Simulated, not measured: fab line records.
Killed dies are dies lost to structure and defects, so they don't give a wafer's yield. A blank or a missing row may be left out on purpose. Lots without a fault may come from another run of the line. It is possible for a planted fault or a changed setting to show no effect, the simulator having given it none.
fab line records	flow nand-harc
record lots=24	wafers=72	last-day=34
route steps=1302 shown A_STAIRCASE@885 A_SGD_CUT@907 A_SLIT@923 A_WL_FILL@957
lots that met no fault: from a run of the same line without faults
start-h: start of the lot's first displayed wafer, in hours after the record's first day	wait-h: hours elapsed since this lot's preceding step	" identical to the entry in the row above	L1.1+2: several wafers, shown together as one row	- no value, or no start was given	* or withheld: withheld	< > ~ a bound
route shown NAME@n: names a module that has steps shown in the file, with the first one's number in the route	usual: mean and standard deviation over wafers with no fault	same: alike in all rows	chamber/n: place in a boat	sites: the reading at each site	_std_site: standard deviation across them	_edge_site: outer sites' mean less inner sites'	radius-mm: how far each site lies from the wafer's centre	mask NAME#n: copy n	behind: the tool/chamber that last shaped the wafer	hold: the reason the lot was held/the length of the hold in hours/how it ended	device: whichever transistor did not switch (one of n, p or np)	end of line: the same wafers' tests at the end of the route	where a step has no rows: the recipe by itself	killed: count of dies lost to structure and defects at first sort (not the wafer's yield)	map: the dies of a wafer, with x for killed, . for not killed, _ for no die there
set.NAME: the setting the step ran with; set.NAME@STEP: the setting that earlier step ran with	model.NAME: the simulator's own value behind a step, which no gauge read
one table for each step of the route and one row for each wafer, over a sample of lots
services: from which hour (start-h, from the record's first day; less than 0 if before it) a tool's chamber was out of use, for how many hours, and why
## steps
# step NHARC_A_STAIRCASE_DEP_471
# recipe target-thk-a=1000	temp-c=400	pressure-torr=6.5	rf-w=900	teos-flow-sccm=161.4	flow-sccm=2650	target-thk-nm=100	gas=O2	material=SiO2
# usual heater-power-w=551/90	throttle-valve-pct=15.8/0.55
lot.wafer	tool	chamber	start-h	wait-h	heater-power-w	throttle-valve-pct
L075.1	pecvd-03	1	445.61	-	503	15.3
L075.2	"	2	"	"	543	16.3
L075.4	"	1	"	"	502	15.6
L074.3	pecvd-04	0	447.18	-	561	15.1
L074.6	"	2	"	"	462	16.2
L074.4	"	1	"	"	573	15.4
L076.1	pecvd-03	2	455.34	-	576	16.2
L076.4	"	0	"	"	572	16.5
L076.6	"	1	"	"	502	15.7
L077.1	pecvd-04	1	465.65	-	594	15.7
L077.3	"	0	"	"	600	15.1
L077.5	"	2	"	"	426	15.5
L079.1	pecvd-03	0	481.01	-	642	16.5
L079.4	"	1	"	"	413	15.5
L079.5	"	2	"	"	432	16.6
L078.2	pecvd-04	1	484.20	-	556	15.5
L078.3	"	2	"	"	354	15.5
L078.4	"	1	"	"	565	15.8
L080.3	pecvd-03	2	497.17	-	514	16.4
L080.4	"	1	"	"	525	15.9
L080.5	"	2	"	"	504	16.7
L083.2	pecvd-04	2	533.29	-	336	15.4
L083.1	"	0	"	"	519	15.4
L083.6	"	2	"	"	352	15.8
L081.2	pecvd-02	1	533.36	-	474	16.7
L081.6	"	0	"	"	547	16.6
L081.5	"	2	"	"	661	16.0
L082.2	pecvd-02	0	533.67	-	608	16.3
L082.1	"	2	"	"	686	15.8
L082.6	"	2	"	"	688	16.1
L084.3	pecvd-03	1	536.40	-	529	15.6
L084.1	"	0	"	"	650	16.6
L084.6	"	1	"	"	516	15.7
L086.2	pecvd-03	0	561.60	-	679	15.7
L086.4	"	1	"	"	536	15.1
L086.6	"	2	"	"	528	15.7
L085.1	pecvd-04	0	561.61	-	611	15.1
L085.2	"	2	"	"	389	15.5
L085.5	"	0	"	"	622	15.2
L088.2	pecvd-03	1	579.79	-	490	15.4
L088.4	"	2	"	"	529	16.1
L088.5	"	0	"	"	673	15.8
L089.2	pecvd-04	1	579.86	-	453	15.9
L089.3	"	2	"	"	431	15.9
L089.4	"	2	"	"	425	15.6
L087.2	pecvd-02	1	582.71	-	504	17.1
L087.3	"	2	"	"	663	16.0
L087.5	"	1	"	"	519	16.9
L090.3	pecvd-04	1	607.92	-	530	15.7
L090.2	"	2	"	"	351	15.5
L090.4	"	0	"	"	633	15.6
L091.2	pecvd-03	0	617.27	-	721	16.4
L091.5	"	2	"	"	506	15.6
L091.4	"	1	"	"	460	15.3
L092.1	pecvd-02	1	623.47	-	622	16.6
L092.3	"	2	"	"	636	15.8
L092.6	"	2	"	"	632	15.7
L094.1	pecvd-03	1	655.03	-	411	15.7
L094.2	"	2	"	"	525	15.9
L094.4	"	2	"	"	515	15.8
L093.1	pecvd-04	1	655.41	-	509	15.6
L093.6	"	2	"	"	457	15.0
L093.4	"	1	"	"	505	15.4
L095.3	pecvd-02	0	655.47	-	503	16.4
L095.1	"	2	"	"	647	15.7
L095.5	"	2	"	"	661	15.7
L097.1	pecvd-02	1	673.90	-	615	16.6
L097.5	"	2	"	"	665	15.8
L097.4	"	1	"	"	624	16.7
L096.2	pecvd-04	1	674.18	-	545	15.3
L096.5	"	0	"	"	624	15.0
L096.6	"	1	"	"	532	15.6
# step NHARC_A_SGD_CUT_ETCH_15
# recipe target-depth-a=750	time-s=64.3	ch3f-flow-sccm=50	o2-flow-sccm=30	ar-flow-sccm=200	rf-w=500	bias-w=100	chemistry=CH3F/O2
# usual drypump-motor-current-A=5.8/0.35	oes-product-au=0.959/0.017	rf-vpp-V=263.5/1.7	showerhead-plenum-p-Torr=2.43/0.1	throttle-valve-pct=20.663/0.0078
lot.wafer	tool	chamber	start-h	wait-h	drypump-motor-current-A	oes-product-au	rf-hours-counter-h	rf-vpp-V	showerhead-plenum-p-Torr	throttle-valve-pct
L075.2	rie-diel-08	3	-	-	5.6	0.955	3	265.1	2.48	20.658
L075.4	"	0	"	"	6.4	0.957	3	265.5	2.55	20.665
L075.1	"	1	"	"	6.2	0.983	3	261.8	2.43	20.666
L074.3	rie-diel-05	0	-	-	5.8	0.983	2	260.9	2.30	20.662
L074.4	"	1	"	"	5.9	0.954	2	261.0	2.34	20.651
L074.6	"	0	"	"	5.7	0.976	-	263.5	2.30	20.652
L076.1	rie-diel-08	2	-	-	5.8	0.966	3	264.4	2.49	20.664
L076.4	"	0	"	"	6.4	0.984	4	265.8	2.55	20.654
L076.6	"	2	"	"	5.8	0.969	-	263.6	2.49	20.671
L077.3	rie-diel-08	2	-	-	5.8	0.960	4	263.7	2.49	20.664
L077.1	"	3	"	"	5.6	0.949	4	264.1	2.48	20.662
L077.5	"	3	"	"	5.6	0.947	-	264.4	2.48	20.655
L079.1	rie-diel-08	3	-	-	5.6	0.951	5	263.4	2.48	20.665
L079.4	"	0	"	"	6.4	0.970	-	264.6	2.55	20.658
L079.5	"	1	"	"	6.2	0.953	-	263.0	2.43	20.677
L078.2	rie-diel-05	0	-	-	5.8	0.967	4	262.0	2.30	20.664
L078.4	"	2	"	"	5.9	0.970	4	262.8	2.31	20.672
L078.3	"	3	"	"	5.8	0.970	4	266.3	2.64	20.666
L080.3	rie-diel-13	3	-	-	5.4	0.935	11	265.6	2.56	20.674
L080.4	"	1	"	"	5.1	0.948	14	263.5	2.40	20.680
L080.5	"	3	"	"	5.4	0.924	-	264.9	2.56	20.661
L083.2	rie-diel-05	0	-	-	5.7	0.961	7	260.0	2.30	20.673
L083.1	"	2	"	"	5.9	0.972	7	261.6	2.31	20.657
L083.6	"	3	"	"	5.8	0.980	-	266.8	2.64	20.651
L081.2	rie-diel-08	3	-	-	5.6	0.957	7	265.0	2.48	20.660
L081.5	"	3	"	"	5.6	0.967	-	265.7	2.48	20.665
L081.6	"	0	"	"	6.4	0.980	-	264.6	2.55	20.666
L082.1	rie-diel-13	3	-	-	5.4	0.976	1	264.7	2.56	20.661
L082.2	"	0	"	"	6.3	0.969	1	261.6	2.34	20.673
L082.6	"	2	"	"	5.6	0.965	-	262.1	2.33	20.663
L084.3	rie-diel-13	2	-	-	5.5	0.961	1	261.9	2.33	20.671
L084.1	"	0	"	"	6.3	0.970	1	261.8	2.34	20.673
L084.6	"	1	"	"	5.1	0.954	-	264.1	2.40	20.662
L086.2	rie-diel-13	1	-	-	5.1	0.956	3	264.3	2.40	20.653
L086.4	"	0	"	"	6.3	0.972	3	261.8	2.34	20.669
L086.6	"	2	"	"	5.6	0.967	-	261.4	2.33	20.672
L085.1	rie-diel-05	0	-	-	5.8	0.925	9	260.8	2.30	20.677
L085.2	"	1	"	"	5.9	0.923	7	263.0	2.34	20.653
L085.5	"	3	"	"	5.8	0.935	-	267.4	2.64	20.660
L089.4	rie-diel-08	3	-	-	5.6	0.957	2	265.1	2.48	20.675
L089.3	"	0	"	"	6.4	0.956	2	265.8	2.55	20.661
L089.2	"	1	"	"	6.2	0.962	1	261.4	2.42	20.655
L088.2	rie-diel-05	2	-	-	5.9	0.959	9	261.6	2.31	20.650
L088.4	"	1	"	"	5.9	0.954	-	261.8	2.34	20.669
L088.5	"	2	"	"	5.9	0.952	-	262.6	2.31	20.666
L087.2	rie-diel-08	2	-	-	5.8	0.971	2	264.4	2.49	20.660
L087.3	"	0	"	"	6.4	0.964	2	266.4	2.55	20.671
L087.5	"	2	"	"	5.8	0.975	-	263.7	2.49	20.664
L090.2	rie-diel-05	1	-	-	5.9	0.969	1	262.5	2.34	20.655
L090.4	"	2	"	"	5.9	0.980	1	261.9	2.31	20.670
L090.3	"	3	"	"	5.8	0.965	0	266.0	2.64	20.664
L091.4	rie-diel-08	1	-	-	6.2	0.969	4	263.0	2.42	20.653
L091.2	"	3	"	"	5.6	0.971	4	265.0	2.48	20.675
L091.5	"	0	"	"	6.4	0.985	-	264.9	2.54	20.653
L092.1	rie-diel-05	1	-	-	5.9	0.977	2	262.8	2.34	20.660
L092.3	"	3	"	"	5.8	0.965	2	265.9	2.64	20.666
L092.6	"	1	"	"	5.9	0.973	-	260.8	2.34	20.670
L094.4	rie-diel-13	0	-	-	6.3	0.973	10	261.1	2.33	20.660
L094.2	"	1	"	"	5.0	0.947	10	262.2	2.40	20.667
L094.1	"	2	"	"	5.6	0.951	11	262.9	2.32	20.653
L093.4	rie-diel-05	0	-	-	5.7	0.951	3	262.4	2.30	20.658
L093.1	"	1	"	"	5.9	0.953	4	263.6	2.34	20.650
L093.6	"	3	"	"	5.8	0.969	-	265.4	2.64	20.671
L095.3	rie-diel-08	3	-	-	5.6	0.948	5	264.0	2.48	20.661
L095.1	"	1	"	"	6.3	0.955	5	263.7	2.42	20.667
L095.5	"	2	"	"	5.8	0.940	-	264.2	2.49	20.667
L097.1	rie-diel-13	0	-	-	6.3	0.931	12	261.2	2.33	20.663
L097.4	"	1	"	"	5.1	0.935	13	262.4	2.40	20.655
L097.5	"	3	"	"	5.4	0.930	-	265.4	2.56	20.676
L096.2	rie-diel-08	2	-	-	5.8	0.917	6	265.3	2.49	20.673
L096.6	"	3	"	"	5.6	0.921	-	264.0	2.48	20.657
L096.5	"	0	"	"	6.4	0.915	-	265.9	2.54	20.652
# step NHARC_A_SGD_CUT_CMP_21
# recipe target-thk-nm=148.19
# usual motor-current-A=12.0/1.4	time-to-endpoint-s=49.3/2.5
lot.wafer	tool	chamber	start-h	wait-h	motor-current-A	time-to-endpoint-s
L075.1	cmp-01	0	452.99	0.4	12.6	48.0
L075.2	"	1	"	"	12.0	48.6
L075.4	"	2	"	"	10.4	44.5
L074.3	cmp-04	1	452.99	0.4	13.0	53.6
L074.4	"	3	"	"	9.4	50.3
L074.6	"	1	"	"	13.2	52.9
L076.4	cmp-01	1	463.11	0.4	12.4	47.8
L076.1	"	2	"	"	10.6	45.4
L076.6	"	1	"	"	12.7	49.6
L077.3	cmp-01	1	472.93	0.4	12.3	46.5
L077.1	"	2	"	"	10.9	45.8
L077.5	"	3	"	"	12.3	48.0
L079.4	cmp-02	1	488.63	0.4	11.8	49.5
L079.1	"	2	"	"	14.2	52.7
L079.5	"	1	"	"	12.2	46.8
L078.3	cmp-01	1	488.68	0.4	11.9	47.6
L078.2	"	2	"	"	10.5	47.6
L078.4	"	3	"	"	12.5	47.9
L080.4	cmp-02	1	506.63	0.4	12.1	49.8
L080.3	"	0	"	"	12.6	49.2
L080.5	"	2	"	"	14.5	55.0
L082.2	cmp-04	1	540.80	0.4	12.4	49.0
L082.1	"	2	"	"	12.9	51.9
L082.6	"	1	"	"	13.1	51.6
L083.2	cmp-02	0	540.82	0.4	11.7	46.3
L083.1	"	1	"	"	11.9	45.8
L083.6	"	3	"	"	13.0	49.5
L081.2	cmp-01	1	540.87	0.4	12.3	49.4
L081.6	"	2	"	"	10.6	49.8
L081.5	"	3	"	"	13.1	48.4
L084.3	cmp-01	0	543.91	0.4	12.9	54.6
L084.1	"	1	"	"	12.3	55.1
L084.6	"	1	"	"	12.6	53.3
L086.2	cmp-04	2	568.92	0.4	13.0	49.4
L086.4	"	3	"	"	9.4	49.1
L086.6	"	2	"	"	13.5	49.3
L085.1	cmp-01	2	568.95	0.4	10.8	44.2
L085.2	"	0	"	"	12.8	46.8
L085.5	"	2	"	"	10.6	44.8
L088.4	cmp-02	0	590.17	0.4	12.1	45.0
L088.2	"	1	"	"	11.6	44.3
L088.5	"	1	"	"	12.3	43.9
L089.2	cmp-01	3	590.20	0.4	12.9	52.9
L089.4	"	0	"	"	12.1	49.0
L089.3	"	1	"	"	12.2	48.6
L087.2	cmp-04	2	590.20	0.4	13.6	47.7
L087.3	"	0	"	"	10.5	49.1
L087.5	"	2	"	"	12.9	49.5
L090.3	cmp-04	3	615.14	0.4	8.8	48.8
L090.2	"	0	"	"	10.3	51.2
L090.4	"	2	"	"	13.5	48.5
L091.2	cmp-04	3	624.77	0.4	9.6	48.8
L091.4	"	1	"	"	13.8	50.0
L091.5	"	3	"	"	9.0	46.6
L092.3	cmp-04	0	631.16	0.4	10.0	48.7
L092.1	"	1	"	"	12.9	50.4
L092.6	"	0	"	"	10.7	50.1
L094.4	cmp-04	1	662.87	0.4	12.9	48.7
L094.2	"	2	"	"	14.0	47.6
L094.1	"	3	"	"	9.1	46.1
L093.1	cmp-01	2	662.92	0.4	10.2	52.4
L093.4	"	0	"	"	12.3	51.7
L093.6	"	2	"	"	11.0	49.1
L095.1	cmp-02	0	663.04	0.5	12.7	48.1
L095.3	"	2	"	"	15.2	49.2
L095.5	"	3	"	"	13.4	51.6
L097.1	cmp-01	3	682.12	0.4	12.3	52.8
L097.4	"	2	"	"	10.2	51.1
L097.5	"	0	"	"	12.6	50.3
L096.2	cmp-04	0	682.19	0.4	10.8	52.8
L096.6	"	1	"	"	12.8	53.7
L096.5	"	2	"	"	12.8	51.2
# step NHARC_A_SGD_CUT_ETCHBACK_24
# recipe target-depth-a=500	over-etch-frac=0.3	time-s=92.857	ion-energy-ev=120	ch3f-flow-sccm=50	o2-flow-sccm=30	ar-flow-sccm=200	rf-w=500	bias-w=100	chemistry=CH3F/O2
# usual drypump-motor-current-A=5.9/0.35	oes-product-au=0.97/0.031	rf-vpp-V=244.1/1.5	showerhead-plenum-p-Torr=2.44/0.099	throttle-valve-pct=20.662/0.0087
lot.wafer	tool	chamber	start-h	wait-h	drypump-motor-current-A	oes-product-au	rf-hours-counter-h	rf-vpp-V	showerhead-plenum-p-Torr	throttle-valve-pct
L075.2	rie-diel-13	3	453.47	0.2	5.4	1.01	6.9	245.4	2.56	20.667
L075.1	"	0	"	"	6.3	1.01	8.2	244.0	2.34	20.658
L075.4	"	1	"	"	5.1	1.00	11.4	243.1	2.40	20.663
L074.3	rie-diel-08	1	453.48	0.2	6.2	0.97	2.9	243.9	2.43	20.670
L074.4	"	2	"	"	5.8	0.98	2.9	245.7	2.49	20.661
L074.6	"	0	"	"	6.4	0.98	-	245.9	2.55	20.646
L076.4	rie-diel-08	3	463.57	0.2	5.6	0.95	3.6	244.1	2.48	20.668
L076.1	"	2	"	"	5.8	0.95	3.3	245.7	2.49	20.672
L076.6	"	0	"	"	6.4	0.97	-	245.2	2.55	20.674
L077.3	rie-diel-08	3	473.36	0.1	5.6	0.93	4.1	243.6	2.48	20.672
L077.1	"	2	"	"	5.8	0.93	3.9	245.8	2.49	20.666
L077.5	"	3	"	"	5.6	0.93	-	245.4	2.48	20.659
L079.1	rie-diel-08	0	489.12	0.2	6.4	0.95	4.9	244.4	2.55	20.665
L079.5	"	1	"	"	6.2	0.97	-	244.1	2.43	20.647
L079.4	"	3	"	"	5.6	0.94	-	245.0	2.48	20.655
L078.2	rie-diel-05	1	489.15	0.2	5.9	0.92	3.2	242.4	2.34	20.662
L078.4	"	2	"	"	5.9	0.92	4.3	241.6	2.31	20.666
L078.3	"	3	"	"	5.8	0.93	3.8	246.4	2.64	20.669
L080.3	rie-diel-05	2	507.16	0.1	5.9	1.00	4.8	242.7	2.31	20.670
L080.4	"	1	"	"	5.9	1.00	3.8	243.6	2.34	20.650
L080.5	"	2	"	"	5.9	1.00	-	240.9	2.31	20.668
L082.2	rie-diel-08	3	541.29	0.1	5.6	0.99	7.0	244.6	2.48	20.664
L082.1	"	1	"	"	6.2	0.99	6.8	243.5	2.43	20.678
L082.6	"	2	"	"	5.8	1.01	-	245.8	2.49	20.666
L081.2	rie-diel-05	1	541.29	0.1	5.9	0.97	6.2	243.2	2.34	20.653
L081.5	"	0	"	"	5.8	0.99	-	241.9	2.30	20.665
L081.6	"	1	"	"	5.9	0.97	-	243.2	2.34	20.662
L083.1	rie-diel-13	0	541.31	0.2	6.3	1.01	1.4	242.9	2.34	20.677
L083.2	"	1	"	"	5.1	1.00	1.3	243.6	2.40	20.668
L083.6	"	2	"	"	5.6	0.99	-	242.9	2.33	20.666
L084.3	rie-diel-08	0	544.39	0.1	6.4	0.99	7.3	245.5	2.55	20.673
L084.1	"	1	"	"	6.2	0.99	6.9	242.6	2.42	20.655
L084.6	"	0	"	"	6.4	1.00	-	245.7	2.55	20.669
L085.2	rie-diel-05	0	569.41	0.1	5.8	0.92	8.8	242.0	2.30	20.659
L085.1	"	1	"	"	5.9	0.93	7.3	242.5	2.34	20.668
L085.5	"	0	"	"	5.7	0.94	-	241.9	2.30	20.644
L086.4	rie-diel-08	1	569.43	0.2	6.2	1.01	0.7	243.9	2.42	20.653
L086.2	"	2	"	"	5.8	1.00	0.8	243.3	2.49	20.652
L086.6	"	3	"	"	5.6	1.00	-	243.9	2.48	20.662
L089.3	rie-diel-13	0	590.65	0.1	6.3	1.00	4.8	242.3	2.34	20.659
L089.2	"	1	"	"	5.1	0.99	4.7	242.5	2.40	20.658
L089.4	"	3	"	"	5.4	0.99	5.3	246.8	2.56	20.649
L088.2	rie-diel-08	1	590.68	0.2	6.2	1.00	2.9	244.7	2.42	20.654
L088.4	"	3	"	"	5.6	1.00	2.9	244.0	2.48	20.668
L088.5	"	0	"	"	6.4	1.00	-	245.2	2.55	20.663
L087.3	rie-diel-13	1	590.74	0.2	5.1	1.00	4.7	243.0	2.40	20.655
L087.2	"	3	"	"	5.4	0.99	5.3	246.0	2.56	20.661
L087.5	"	1	"	"	5.1	1.01	-	242.7	2.40	20.649
L090.3	rie-diel-08	0	615.62	0.1	6.4	1.01	3.2	246.0	2.54	20.660
L090.4	"	1	"	"	6.2	1.01	3.6	243.4	2.42	20.664
L090.2	"	2	"	"	5.8	1.00	3.6	244.3	2.49	20.673
L091.4	rie-diel-08	2	625.27	0.2	5.8	0.93	4.1	243.3	2.49	20.661
L091.2	"	0	"	"	6.4	0.92	3.6	245.4	2.54	20.668
L091.5	"	2	"	"	5.8	0.94	-	244.8	2.49	20.662
L092.1	rie-diel-08	1	631.68	0.1	6.2	0.98	4.4	243.1	2.42	20.653
L092.3	"	3	"	"	5.6	0.97	4.0	246.2	2.48	20.653
L092.6	"	1	"	"	6.2	0.97	-	244.1	2.42	20.652
L094.1	rie-diel-08	1	663.36	0.1	6.3	1.00	6.0	242.3	2.42	20.650
L094.2	"	2	"	"	5.8	1.00	5.6	245.5	2.49	20.666
L094.4	"	3	"	"	5.6	0.99	5.2	244.3	2.48	20.670
L093.4	rie-diel-05	2	663.37	0.1	5.9	0.92	4.2	243.2	2.31	20.662
L093.1	"	3	"	"	5.8	0.93	4.5	246.5	2.64	20.660
L093.6	"	2	"	"	5.9	0.93	-	242.2	2.31	20.652
L095.1	rie-diel-05	2	663.50	0.2	6.0	1.01	4.2	242.4	2.31	20.668
L095.3	"	3	"	"	5.8	1.01	4.5	246.9	2.64	20.642
L095.5	"	2	"	"	5.9	1.01	-	243.0	2.31	20.668
L097.4	rie-diel-05	1	682.62	0.2	5.9	1.00	4.6	243.7	2.34	20.663
L097.1	"	2	"	"	5.9	1.00	4.7	241.8	2.31	20.657
L097.5	"	0	"	"	5.8	1.00	-	241.8	2.30	20.676
L096.2	rie-diel-08	0	682.64	0.2	6.4	0.93	6.1	245.8	2.54	20.659
L096.5	"	1	"	"	6.2	0.93	-	244.8	2.42	20.660
L096.6	"	2	"	"	5.8	0.92	-	245.2	2.49	20.682
# step NHARC_A_SLIT_DEP_00
# recipe target-thk-a=62000	temp-c=400	material=aC
# usual throttle-valve-pct=35.000/0.0094
lot.wafer	tool	chamber	start-h	wait-h	throttle-valve-pct
L075.1	acl-dep-02	0	454.18	-	35.012
L075.2	"	0	"	"	34.993
L075.4	"	0	456.07	-	34.985
L074.3	acl-dep-01	0	455.39	-	35.001
L074.4	"	0	"	"	34.997
L074.6	"	0	457.27	-	35.000
L076.1	acl-dep-03	0	464.22	-	34.993
L076.4	"	0	466.10	-	34.999
L076.6	"	0	467.35	-	35.008
L077.1	acl-dep-03	0	474.01	-	34.985
L077.3	"	0	475.27	-	35.007
L077.5	"	0	476.53	-	35.004
L079.1	acl-dep-02	0	489.77	-	34.994
L079.4	"	0	491.64	-	34.975
L079.5	"	0	"	"	35.013
L078.2	acl-dep-01	0	490.51	-	35.007
L078.3	"	0	"	"	35.008
L078.4	"	0	"	"	35.000
L080.3	acl-dep-01	0	509.77	-	35.005
L080.4	"	0	"	"	34.985
L080.5	"	0	"	"	34.998
L082.1	acl-dep-02	0	541.92	-	34.989
L082.2	"	0	"	"	34.989
L082.6	"	0	545.04	-	35.003
L081.2	acl-dep-01	0	543.14	-	34.999
L081.5	"	0	545.07	-	35.013
L081.6	"	0	"	"	34.994
L083.1	acl-dep-03	0	543.21	-	34.992
L083.2	"	0	"	"	35.010
L083.6	"	0	546.41	-	35.005
L084.1	acl-dep-01	0	547.00	-	35.000
L084.3	"	0	548.26	-	34.984
L084.6	"	0	550.15	-	35.008
L085.1	acl-dep-03	0	570.05	-	35.010
L085.2	"	0	"	"	34.997
L085.5	"	0	572.58	-	35.008
L086.2	acl-dep-01	0	570.67	-	35.015
L086.4	"	0	571.92	-	34.990
L086.6	"	0	573.17	-	35.005
L089.2	acl-dep-02	0	591.96	-	35.013
L089.3	"	0	"	"	35.007
L089.4	"	0	"	"	34.995
L088.2	acl-dep-03	0	593.59	2.5	35.007
L088.4	"	0	594.85	3.7	34.986
L088.5	"	0	"	"	34.996
L087.2	acl-dep-01	0	594.38	-	34.994
L087.3	"	0	"	"	34.994
L087.5	"	0	596.25	-	35.017
L090.2	acl-dep-02	0	622.10	-	34.999
L090.3	"	0	"	"	35.003
L090.4	"	0	"	"	35.010
L091.2	acl-dep-01	0	628.92	-	34.991
L091.4	"	0	630.16	-	34.996
L091.5	"	0	"	"	35.011
L092.1	acl-dep-03	0	632.51	-	34.972
L092.3	"	0	633.76	-	35.002
L092.6	"	0	635.63	-	35.011
L094.1	acl-dep-03	0	663.99	-	35.004
L094.2	"	0	"	"	35.010
L094.4	"	0	665.86	-	35.015
L093.1	acl-dep-02	0	664.08	-	34.997
L093.4	"	0	665.99	-	35.011
L093.6	"	0	667.26	-	35.003
L095.1	acl-dep-01	0	666.23	-	35.005
L095.3	"	0	667.47	-	34.975
L095.5	"	0	668.71	-	35.009
L097.1	acl-dep-02	0	684.75	-	34.996
L097.4	"	0	686.66	-	35.017
L097.5	"	0	"	"	35.005
L096.2	acl-dep-01	0	685.31	-	35.001
L096.5	"	0	687.21	-	35.009
L096.6	"	0	"	"	34.997
# step NHARC_A_WL_FILL_ETCHBACK_04
# recipe target-depth-a=600	time-s=120	chemistry=NF3
# usual drypump-motor-current-A=6.0/0.31	oes-product-au=1.001/0.0083
lot.wafer	tool	chamber	start-h	wait-h	drypump-motor-current-A	oes-product-au	rf-hours-counter-h
L075.1	rie-metal-03	0	472.99	0.3	5.5	1.001	1.8
L075.2	"	1	"	"	6.3	0.993	1.8
L075.4	"	1	"	"	6.3	0.993	-
L074.4	rie-metal-01	1	473.09	0.3	6.0	1.005	-
L074.3	"	0	"	"	6.1	0.997	-
L074.6	"	0	"	"	6.2	0.998	-
L076.1	rie-metal-03	0	483.97	0.4	5.5	1.002	2.1
L076.4	"	0	"	"	5.5	0.990	-
L076.6	"	1	"	"	6.3	1.000	-
L077.1	rie-metal-03	1	492.80	0.4	6.3	0.999	2.3
L077.3	"	1	"	"	6.3	0.995	-
L077.5	"	1	"	"	6.3	1.000	-
L078.2	rie-metal-02	1	508.84	0.3	5.8	1.001	0.8
L078.4	"	1	"	"	5.8	1.002	-
L078.3	"	0	"	"	6.4	0.994	-
L079.1	rie-metal-03	0	508.88	0.4	5.5	1.006	2.8
L079.4	"	1	"	"	6.3	1.013	-
L079.5	"	0	"	"	5.5	1.000	-
L080.3	rie-metal-01	0	530.84	0.2	6.2	0.999	-
L080.4	"	1	"	"	6.0	0.998	-
L080.5	"	1	"	"	6.0	0.994	-
L082.2	rie-metal-02	1	561.92	0.3	5.8	1.002	1.4
L082.1	"	0	"	"	6.4	0.987	1.4
L082.6	"	0	"	"	6.4	0.987	-
L081.2	rie-metal-03	1	565.12	0.3	6.3	0.993	0.4
L081.5	"	0	"	"	5.5	1.005	-
L081.6	"	1	"	"	6.3	1.004	-
L083.2	rie-metal-01	1	565.50	0.3	6.0	0.985	2.5
L083.1	"	0	"	"	6.2	1.001	2.5
L083.6	"	0	"	"	6.2	0.993	-
L084.1	rie-metal-02	1	570.09	0.3	5.8	0.999	1.6
L084.3	"	1	"	"	5.8	0.996	-
L084.6	"	1	"	"	5.8	1.003	-
L086.2	rie-metal-01	1	589.06	0.4	6.0	1.025	0.0
L086.4	"	1	"	"	6.0	1.012	-
L086.6	"	1	"	"	6.0	1.017	-
L085.2	rie-metal-03	1	591.13	0.3	6.3	1.005	1.2
L085.1	"	0	"	"	5.5	1.002	1.2
L085.5	"	0	"	"	5.5	1.002	-
L089.2	rie-metal-01	1	610.69	0.3	5.9	1.003	0.5
L089.4	"	1	"	"	6.0	1.007	-
L089.3	"	0	"	"	6.1	0.988	-
L088.2	rie-metal-03	0	612.39	0.3	5.5	0.994	1.5
L088.4	"	0	"	"	5.5	1.010	-
L088.5	"	0	"	"	5.5	1.007	-
L087.2	rie-metal-01	0	615.78	0.3	6.2	0.994	0.7
L087.3	"	0	"	"	6.2	0.998	-
L087.5	"	0	"	"	6.2	1.003	-
L090.2	rie-metal-03	1	641.30	0.3	6.3	0.992	1.7
L090.4	"	1	"	"	6.3	0.996	-
L090.3	"	0	"	"	5.5	0.997	-
L091.2	rie-metal-02	1	649.00	0.3	5.8	0.995	-
L091.4	"	1	"	"	5.8	1.010	-
L091.5	"	1	"	"	5.8	1.002	-
L092.1	rie-metal-01	0	651.47	0.4	6.1	0.998	1.0
L092.3	"	0	"	"	6.1	0.994	-
L092.6	"	0	"	"	6.2	0.999	-
L094.2	rie-metal-02	0	682.92	0.3	6.4	0.996	0.7
L094.1	"	1	"	"	5.8	1.009	0.7
L094.4	"	1	"	"	5.8	1.020	-
L093.1	rie-metal-03	1	682.94	0.4	6.3	1.009	2.3
L093.4	"	1	"	"	6.3	1.020	-
L093.6	"	1	"	"	6.3	1.008	-
L095.1	rie-metal-03	1	686.72	0.3	6.3	1.009	2.5
L095.3	"	0	"	"	5.5	1.004	-
L095.5	"	1	"	"	6.3	1.006	-
L097.1	rie-metal-01	1	703.92	0.4	6.0	0.992	2.2
L097.4	"	1	"	"	6.0	1.003	-
L097.5	"	0	"	"	6.2	0.988	-
L096.2	rie-metal-02	1	703.92	0.4	5.8	1.001	1.3
L096.5	"	0	"	"	6.4	0.989	-
L096.6	"	1	"	"	5.8	1.008	-
## services
tool	chamber	start-h	hours	kind
rie-diel-05	1	469.98	13.7	repair
rie-diel-13	1	474.49	11.5	repair
rie-diel-13	0	477.69	4.0	repair
rie-diel-08	2	479.49	14.5	repair
cmp-01	-	479.50	4.0	pm
rie-diel-08	2	495.37	6.9	repair
rie-diel-13	-	512.85	0.2	repair
rie-diel-13	-	519.00	9.0	pm
rie-metal-03	-	519.00	9.0	pm
cmp-01	-	524.80	1.7	repair
cmp-01	-	533.99	0.5	repair
cmp-01	-	541.80	0.3	repair
rie-diel-08	-	544.80	9.0	pm
acl-dep-01	-	554.38	13.0	pm
rie-diel-05	1	559.38	3.0	repair
rie-diel-05	1	564.54	3.1	repair
rie-diel-05	3	570.03	15.9	repair
rie-diel-08	2	572.35	2.8	repair
cmp-01	-	577.50	4.0	pm
rie-diel-05	-	583.60	9.0	pm
rie-metal-03	1	621.01	3.6	repair
rie-diel-08	2	627.86	6.2	repair
rie-diel-05	0	649.49	4.3	repair
cmp-01	-	675.50	4.0	pm
## key
fault none
